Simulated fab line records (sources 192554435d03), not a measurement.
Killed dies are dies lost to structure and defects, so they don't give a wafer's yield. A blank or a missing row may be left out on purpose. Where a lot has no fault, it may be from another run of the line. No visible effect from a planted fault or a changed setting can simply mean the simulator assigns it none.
Split-lot experiment / flow n5Finfet / on a route of 1938 steps: 7 lots, 21 wafers read

THE SPLIT
At N5_BEOL_M5_PECVD_70 (deposits SiO2 from TEOS/O2, target thk 16 nm, time 18 s), the setting timeS was moved away from the recipe's 18 s on 6 of the 21 wafers read, by -10.3% to +14.7%. All remaining wafers had this setting at the recipe value.

The reading is taken at the split's own step.

THE READING
SiO2_of_BEOL_M5_PECVD_70.thkNm (the simulator's own value, which no gauge read), in nm, at N5_BEOL_M5_PECVD_70 (deposits SiO2 from TEOS/O2, target thk 16 nm, time 18 s). There is no usual value for it anywhere in the file. The 15 wafers here that ran the recipe average 16.0 nm, standard deviation 0.23 nm.

wafer=L075.1; tool, chamber at the split=pecvd-04, 2,1; timeS as run, s=18; against the recipe=recipe; SiO2_of_BEOL_M5_PECVD_70.thkNm, nm=15.8; against lot-mates on the recipe=-
wafer=L075.4; tool, chamber at the split=pecvd-04, 2,1; timeS as run, s=18; against the recipe=recipe; SiO2_of_BEOL_M5_PECVD_70.thkNm, nm=15.8; against lot-mates on the recipe=-
wafer=L075.5; tool, chamber at the split=pecvd-04, 2; timeS as run, s=18; against the recipe=recipe; SiO2_of_BEOL_M5_PECVD_70.thkNm, nm=16; against lot-mates on the recipe=-
wafer=L077.4; tool, chamber at the split=pecvd-02, 2; timeS as run, s=18; against the recipe=recipe; SiO2_of_BEOL_M5_PECVD_70.thkNm, nm=16.4; against lot-mates on the recipe=-
wafer=L077.5; tool, chamber at the split=pecvd-02, 1; timeS as run, s=20.64; against the recipe=+14.7%; SiO2_of_BEOL_M5_PECVD_70.thkNm, nm=18.2; against lot-mates on the recipe=+1.8
wafer=L077.6; tool, chamber at the split=pecvd-02, 0; timeS as run, s=20.64; against the recipe=+14.7%; SiO2_of_BEOL_M5_PECVD_70.thkNm, nm=18.6; against lot-mates on the recipe=+2.2
wafer=L079.1; tool, chamber at the split=pecvd-04, 0; timeS as run, s=18; against the recipe=recipe; SiO2_of_BEOL_M5_PECVD_70.thkNm, nm=15.8; against lot-mates on the recipe=-
wafer=L079.4; tool, chamber at the split=pecvd-04, 1,2; timeS as run, s=18; against the recipe=recipe; SiO2_of_BEOL_M5_PECVD_70.thkNm, nm=16; against lot-mates on the recipe=-
wafer=L079.6; tool, chamber at the split=pecvd-04, 1,2; timeS as run, s=18; against the recipe=recipe; SiO2_of_BEOL_M5_PECVD_70.thkNm, nm=16; against lot-mates on the recipe=-
wafer=L082.3; tool, chamber at the split=pecvd-02, 0; timeS as run, s=18; against the recipe=recipe; SiO2_of_BEOL_M5_PECVD_70.thkNm, nm=16; against lot-mates on the recipe=-
wafer=L082.4; tool, chamber at the split=pecvd-02, 2; timeS as run, s=16.14; against the recipe=-10.3%; SiO2_of_BEOL_M5_PECVD_70.thkNm, nm=14.2; against lot-mates on the recipe=-2.0
wafer=L082.5; tool, chamber at the split=pecvd-02, 0; timeS as run, s=18; against the recipe=recipe; SiO2_of_BEOL_M5_PECVD_70.thkNm, nm=16.4; against lot-mates on the recipe=-
wafer=L085.3; tool, chamber at the split=pecvd-04, 2,1; timeS as run, s=18; against the recipe=recipe; SiO2_of_BEOL_M5_PECVD_70.thkNm, nm=15.6; against lot-mates on the recipe=-
wafer=L085.5; tool, chamber at the split=pecvd-04, 2,1; timeS as run, s=18; against the recipe=recipe; SiO2_of_BEOL_M5_PECVD_70.thkNm, nm=15.6; against lot-mates on the recipe=-
wafer=L085.6; tool, chamber at the split=pecvd-04, 0; timeS as run, s=18; against the recipe=recipe; SiO2_of_BEOL_M5_PECVD_70.thkNm, nm=15.8; against lot-mates on the recipe=-
wafer=L086.2; tool, chamber at the split=pecvd-04, 0; timeS as run, s=19.7; against the recipe=+9.4%; SiO2_of_BEOL_M5_PECVD_70.thkNm, nm=17.4; against lot-mates on the recipe=+1.2
wafer=L086.6; tool, chamber at the split=pecvd-04, 0; timeS as run, s=19.7; against the recipe=+9.4%; SiO2_of_BEOL_M5_PECVD_70.thkNm, nm=17.4; against lot-mates on the recipe=+1.2
wafer=L086.4; tool, chamber at the split=pecvd-04, 1; timeS as run, s=18; against the recipe=recipe; SiO2_of_BEOL_M5_PECVD_70.thkNm, nm=16.2; against lot-mates on the recipe=-
wafer=L092.3; tool, chamber at the split=pecvd-04, 2,0; timeS as run, s=18; against the recipe=recipe; SiO2_of_BEOL_M5_PECVD_70.thkNm, nm=16; against lot-mates on the recipe=-
wafer=L092.5; tool, chamber at the split=pecvd-04, 2,0; timeS as run, s=18; against the recipe=recipe; SiO2_of_BEOL_M5_PECVD_70.thkNm, nm=16; against lot-mates on the recipe=-
wafer=L092.4; tool, chamber at the split=pecvd-04, 2; timeS as run, s=18.72; against the recipe=+4.0%; SiO2_of_BEOL_M5_PECVD_70.thkNm, nm=16.6; against lot-mates on the recipe=+0.6
Rows listing several chambers each stand for several wafers; the file does not say which wafer went through which chamber.

FIT RESULTS
A straight line over all 21 wafers: SiO2_of_BEOL_M5_PECVD_70.thkNm changes by +0.164 nm for each +1% of timeS; r = +0.97; the points scatter about the line by 0.22 nm.
The same after taking each lot's own level away (the mean of its wafers on the recipe; 21 wafers): +0.146 nm for each +1%; r = +0.98; scatter 0.17 nm.
Per that fit: largest timeS move, reading shift of 2.1 nm.
The span of the lots' own levels, 15.67 to 16.40 nm, comes to 3.1 times the standard deviation stated above.
So the lot-to-lot level changes the slope: the two fits differ.
Check: with one of the wafers moved furthest among these (+14.7%) left out of the fit, the line predicts +2.2 nm for it against its lot-mates. Against them it came out at +1.8 nm.

ADDITIONAL SPLITS CARRIED BY THESE WAFERS
Other splits were also applied to these wafers ahead of the reading. Each is held against what the fit with the lots' levels taken away leaves over:
other split on the same wafers=N5_BEOL_M2_COAT_67 spinRpm; wafers away from the commonest value=7; r with SiO2_of_BEOL_M5_PECVD_70.thkNm (lot level and that fit taken away)=+0.17
other split on the same wafers=N5_BEOL_M3_COAT_05 spinRpm; wafers away from the commonest value=4; r with SiO2_of_BEOL_M5_PECVD_70.thkNm (lot level and that fit taken away)=-0.15
other split on the same wafers=N5_BEOL_M3_ETCH_70 sourceW; wafers away from the commonest value=4; r with SiO2_of_BEOL_M5_PECVD_70.thkNm (lot level and that fit taken away)=+0.46
other split on the same wafers=N5_BEOL_M4_COAT_73 spinRpm; wafers away from the commonest value=5; r with SiO2_of_BEOL_M5_PECVD_70.thkNm (lot level and that fit taken away)=-0.26
other split on the same wafers=N5_BEOL_M5_ILD_DEP_00 timeS; wafers away from the commonest value=6; r with SiO2_of_BEOL_M5_PECVD_70.thkNm (lot level and that fit taken away)=+0.36

THE FILE'S OWN FIT
SiO2_of_BEOL_M5_PECVD_70.thkNm changes by +0.149 nm for each +1% of timeS, r = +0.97.
